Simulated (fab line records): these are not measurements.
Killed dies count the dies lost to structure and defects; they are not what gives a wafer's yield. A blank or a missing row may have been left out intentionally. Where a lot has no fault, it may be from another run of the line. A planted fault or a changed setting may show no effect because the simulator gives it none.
Which tool was responsible?	flow n5Finfet	36 wafers from 12 lots sampled at 5 of the route's 1938 steps

## WHAT THE GAUGES SHOWED, per wafer
The record lacks any reading of a measuring or inspecting step that a usual standard deviation could be used to judge.

## TOOL THAT RAN EACH LOT (tool first, then ch and the chambers of the sampled wafers, then the start)
lot	N5_BEOL_M6_ECD_50	N5_BEOL_M15_ANNEAL_48	N5_PASSIVATION_PECVD_00	N5_MIM_TOP_SPUTTER_03	N5_PASSIVATION_PROBE_49
L949	ecdCu-02 ch 0,1, day 8 07:34	rtpAnneal-02 ch 0, day 10 21:13	pecvd-01 ch 0,1,2, day 10 23:02	pvdSputter-03, day 11 01:40	-
L950	ecdCu-02 ch 0,1, day 8 22:47	rtpAnneal-02 ch 0, day 11 13:04	pecvd-04 ch 0,2, day 11 14:48	pvdSputter-01, day 11 16:58	-
L951	ecdCu-02 ch 0, day 9 08:29	rtpAnneal-01 ch 0, day 11 23:55	pecvd-03 ch 0,1, day 12 01:46	pvdSputter-03, day 12 04:52	-
L952	ecdCu-01 ch 0,1, day 9 09:09	rtpAnneal-02 ch 0, day 11 23:31	pecvd-04 ch 0,1,2, day 12 01:16	pvdSputter-03, day 12 04:40	-
L954	ecdCu-01 ch 0,1, day 10 03:18	rtpAnneal-01 ch 0, day 13 02:22	pecvd-01 ch 0,2, day 13 04:04	pvdSputter-02, day 13 06:10	-
L956	ecdCu-01 ch 0,1, day 10 06:17	rtpAnneal-02 ch 0, day 13 02:54	pecvd-03 ch 1,2, day 13 04:34	pvdSputter-03, day 13 06:35	-
L958	ecdCu-01 ch 0,1, day 11 05:41	rtpAnneal-01 ch 0, day 14 03:56	pecvd-03 ch 1,2, day 14 05:35	pvdSputter-01, day 14 10:47	-
L959	ecdCu-02 ch 0,1, day 11 09:46	rtpAnneal-01 ch 0, day 14 03:35	pecvd-03 ch 0,1,2, day 14 05:13	pvdSputter-01, day 14 10:28	-
L964	ecdCu-01 ch 0, day 12 13:44	rtpAnneal-02 ch 0, day 15 06:37	pecvd-01 ch 0,1,2, day 15 08:20	pvdSputter-03, day 15 11:25	prober-02, day 15 22:01
L965	ecdCu-02 ch 0,1, day 12 18:38	rtpAnneal-01 ch 0, day 15 09:35	pecvd-03 ch 0,1, day 15 11:14	pvdSputter-03, day 15 12:04	-
L966	ecdCu-01 ch 0,1, day 13 06:55	rtpAnneal-02 ch 0, day 16 06:58	pecvd-04 ch 0,1,2, day 16 08:43	pvdSputter-01, day 16 12:26	prober-01, day 16 23:17
L970	ecdCu-02 ch 0,1, day 14 03:13	rtpAnneal-01 ch 0, day 16 20:55	pecvd-03 ch 0,1, day 16 22:40	pvdSputter-01, day 17 01:55	-
- N5_BEOL_M6_ECD_50: material Cu, target thk 300 nm.
- N5_BEOL_M15_ANNEAL_48: time 90 s.
- N5_PASSIVATION_PECVD_00: deposits SiO2 from SiH4/N2O, target thk 200 nm, time 11.2 s.
- N5_MIM_TOP_SPUTTER_03: material TiN, target thk 35 nm, time 89.7 s.
- N5_PASSIVATION_PROBE_49

## WHAT THE TOOLS THEMSELVES READ (means of the sampled wafers that have a number; where no wafer has one, the mark that the record gives instead)
N5_BEOL_M15_ANNEAL_48. Usual: 226.0 for wafer_temp_C_max, sd 0.44.
lot	tool	wafer_temp_C_max	flag
L949	rtpAnneal-02	226.3	
L950	rtpAnneal-02	226.2	
L951	rtpAnneal-01	225.7	
L952	rtpAnneal-02	226.4	
L954	rtpAnneal-01	225.6	
L956	rtpAnneal-02	226.7	
L958	rtpAnneal-01	225.6	
L959	rtpAnneal-01	225.6	
L964	rtpAnneal-02	226.1	
L965	rtpAnneal-01	225.8	
L966	rtpAnneal-02	226.3	
L970	rtpAnneal-01	225.7	

N5_PASSIVATION_PECVD_00. Usual: heaterPowerW 615 W, standard deviation 65; showerheadPlenumPTorr 8.17 Torr, standard deviation 0.085; showerheadVppV 1512 V, standard deviation 47; throttleValvePct 51 %, standard deviation 3.5.
lot	tool	heaterPowerW (W)	showerheadPlenumPTorr (Torr)	showerheadVppV (V)	throttleValvePct (%)	flag
L949	pecvd-01	610	8.20	1485	54	
L950	pecvd-04	518	8.21	1494	52	
L951	pecvd-03	611	8.19	1546	50	
L952	pecvd-04	589	8.19	1519	53	
L954	pecvd-01	540	8.23	1539	52	
L956	pecvd-03	666	8.09	1527	49	
L958	pecvd-03	675	8.03	1495	47	
L959	pecvd-03	623	8.13	1502	48	
L964	pecvd-01	587	8.20	1490	54	
L965	pecvd-03	659	8.22	1528	50	
L966	pecvd-04	582	8.19	1520	53	
L970	pecvd-03	642	8.24	1540	50	

N5_MIM_TOP_SPUTTER_03. Usual: chamberPressurePa 0.5001 Pa, standard deviation 0.001; throttleValvePct 30.1 %, standard deviation 0.95.
lot	tool	chamberPressurePa (Pa)	throttleValvePct (%)	flag
L949	pvdSputter-03	0.4988	29.3	
L950	pvdSputter-01	0.5002	31.1	
L951	pvdSputter-03	0.4995	30.3	
L952	pvdSputter-03	0.5001	30.4	
L954	pvdSputter-02	0.4998	29.1	
L956	pvdSputter-03	0.5001	30.3	
L958	pvdSputter-01	0.4991	30.6	
L959	pvdSputter-01	0.4992	30.7	
L964	pvdSputter-03	0.5005	31.3	
L965	pvdSputter-03	0.5007	30.6	
L966	pvdSputter-01	0.5002	30.4	
L970	pvdSputter-01	0.4992	30.4	

N5_PASSIVATION_PROBE_49. Usual: defectLimitedYield 91.3 %, standard deviation 1.4; killed_at_M0_to_M3 35, standard deviation 11; killed_at_M4_up 14, standard deviation 5.4; killedAtContacts 12, standard deviation 6.2; killedAtFrontEnd 38, standard deviation 11; killedAtOther 4.1, standard deviation 2.8; killedDies 103, standard deviation 17; killedOnRim 13, standard deviation 4; killedOpen 66, standard deviation 13; killedShort 34, standard deviation 8.2; sort_bin_5_function 5.1 %, standard deviation 0.89; sort_bin_6_memory 3.3 %, standard deviation 0.72; sort_bin_8_speed 0.00 %, standard deviation 0.0099; sortNPass 1077, standard deviation 17; sortYieldPct 91.3 %, standard deviation 1.4.
lot	tool	defectLimitedYield (%)	killed_at_M0_to_M3	killed_at_M4_up	killedAtContacts	killedAtFrontEnd	killedAtOther	killedDies	killedOnRim	killedOpen	killedShort	sort_bin_5_function (%)	sort_bin_6_memory (%)	sort_bin_8_speed (%)	sortNPass	sortYieldPct (%)	flag
L964	prober-02	60.5	24	400	11	29	2.3	467	54	46	27	24.8	12.2	0.00	713	60.5	OFF
L966	prober-01	81.5	36	147	3	29	2.7	218	33	58	26	11.0	6.6	0.00	962	81.5	OFF

## THE ANSWER, worked out from the rows above alone
Rule: a lot counts as off when the mean over its wafers that have a number is more than 3 standard deviations away from the usual mean. Also off: a lot with no number at a reading for which 4 or more lots have one. The other lots that the step has rows for count as sound. First the gauges in route order, then the tools' own readings, where a lot's mean is used as printed above. At the first step where some lot is off, the reading lying furthest off is the one used; lots without a number count as furthest.
Off, at N5_PASSIVATION_PROBE_49 on killed_at_M4_up: L964, L966. Neither off nor sound, because the step has no rows for them: L949, L950, L951, L952, L954, L956, L958, L959, L965, L970.
If a tool, at that step or one of the process steps before it, ran each lot that is off and ran no sound lot following the first of them, it fits. Can't be told from this: 2 tools fit, ecdCu-01 at N5_BEOL_M6_ECD_50, rtpAnneal-02 at N5_BEOL_M15_ANNEAL_48.

## WHAT THE SIMULATOR PUT IN
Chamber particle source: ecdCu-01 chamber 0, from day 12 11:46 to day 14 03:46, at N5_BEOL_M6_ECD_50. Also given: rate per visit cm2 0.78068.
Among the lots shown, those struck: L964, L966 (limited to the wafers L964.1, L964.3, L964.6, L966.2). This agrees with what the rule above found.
